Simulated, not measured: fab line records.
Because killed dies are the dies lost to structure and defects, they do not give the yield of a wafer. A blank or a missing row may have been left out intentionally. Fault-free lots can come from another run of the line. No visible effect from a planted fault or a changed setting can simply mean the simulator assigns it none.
Chamber matching / flow nand harc / NHARC_A_CHANNEL_FILL_D2_ALD_02 on ald hk-01: 4 sister chambers
The step deposits SiO2, target thk 6 nm, pulse time 10 s, ald cycles 60. 4 wafers are shown with their chamber, then 9 later ones without.

## WAFERS WITH THEIR CHAMBER
wafer=L081.2; chamber=2; heater power w (W)=437
wafer=L086.3; chamber=1; heater power w (W)=526
wafer=L086.5; chamber=0; heater power w (W)=466
wafer=L086.6; chamber=3; heater power w (W)=427

## WAFERS WHOSE CHAMBER IS MISSING
wafer=L095.4; heater power w (W)=443
wafer=L095.5; heater power w (W)=410
wafer=L095.6; heater power w (W)=464
wafer=L094.1; heater power w (W)=520
wafer=L094.3; heater power w (W)=437
wafer=L094.6; heater power w (W)=519
wafer=L094.2; heater power w (W)=455
wafer=L094.4; heater power w (W)=415
wafer=L094.5; heater power w (W)=432

## CHAMBER TAKEN BY EACH
wafer=L095.4; from the rows above=can't be placed: 2 or 3 or 0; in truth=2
wafer=L095.5; from the rows above=can't be placed: 3 or 2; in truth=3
wafer=L095.6; from the rows above=0; in truth=0
wafer=L094.1; from the rows above=1; in truth=1
wafer=L094.3; from the rows above=can't be placed: 2 or 3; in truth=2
wafer=L094.6; from the rows above=1; in truth=1
wafer=L094.2; from the rows above=can't be placed: 0 or 2 or 3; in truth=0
wafer=L094.4; from the rows above=can't be placed: 3 or 2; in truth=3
wafer=L094.5; from the rows above=can't be placed: 2 or 3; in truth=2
3 of 9 placed correctly. Cannot be placed on the basis of these rows: 6; the candidates contain the true chamber in 6. Wrongly placed: 0.
How it was worked out, from the rows above alone: a wafer's distance from a chamber is the root of the sum, over the readings, of the square of ((its reading less the chamber's mean) divided by the reading's scatter). If the next closest chamber is less than 2 further off than the closest, the wafer can't be placed; otherwise it belongs to the closest. For every chamber, the mean is computed from those of its wafers that are shown. The scatter (one wafer shown for each chamber): square how far every hidden wafer sits from the nearest shown wafer, average those squares and take the square root.
